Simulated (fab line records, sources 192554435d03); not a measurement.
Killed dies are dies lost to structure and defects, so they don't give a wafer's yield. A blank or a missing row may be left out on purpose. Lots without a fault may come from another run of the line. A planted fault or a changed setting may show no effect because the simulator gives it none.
Chamber matching | flow n5_finfet | N5_BEOL_M12_ETCH_67 on rie_diel-04: 4 sister chambers
The step etches SiARC in CF4, target depth 143 nm, time 238.3 s. 4 wafers are shown with their chamber, then 8 later ones without.

WAFERS WITH THEIR CHAMBER
wafer  | chamber | drypump_motor_current_A (A)
L092.1 | 1       | 5.91
L092.2 | 2       | 5.40
L092.3 | 0       | 5.88
L092.4 | 3       | 5.25

WAFERS WITHOUT THEIR CHAMBER
wafer  | drypump_motor_current_A (A)
L092.5 | 5.90
L092.6 | 5.85
L095.3 | 5.24
L095.4 | 5.90
L095.5 | 5.42
L097.1 | 5.25
L097.2 | 5.93
L097.3 | 5.41

WHICH CHAMBER EACH WENT THROUGH
wafer  | from the rows above     | in truth
L092.5 | can't be placed: 1 or 0 | 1
L092.6 | can't be placed: 0 or 1 | 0
L095.3 | 3                       | 3
L095.4 | can't be placed: 1 or 0 | 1
L095.5 | 2                       | 2
L097.1 | 3                       | 3
L097.2 | can't be placed: 1 or 0 | 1
L097.3 | 2                       | 2
Placed correctly: 4 of 8. Can't be placed from these rows: 4 (the true chamber is among the candidates in 4). Placed wrongly: 0.
How it was worked out, from the rows above alone: a wafer's distance from a chamber is the root of the sum, over the readings, of the square of ((its reading less the chamber's mean) divided by the reading's scatter). The wafer belongs to the nearest chamber; if the next one is less than 2 further off, it can't be placed. A chamber's mean is the mean of its shown wafers. The scatter: with one shown wafer a chamber, the root of the mean of the squares of how far each hidden wafer lies from its nearest shown one.
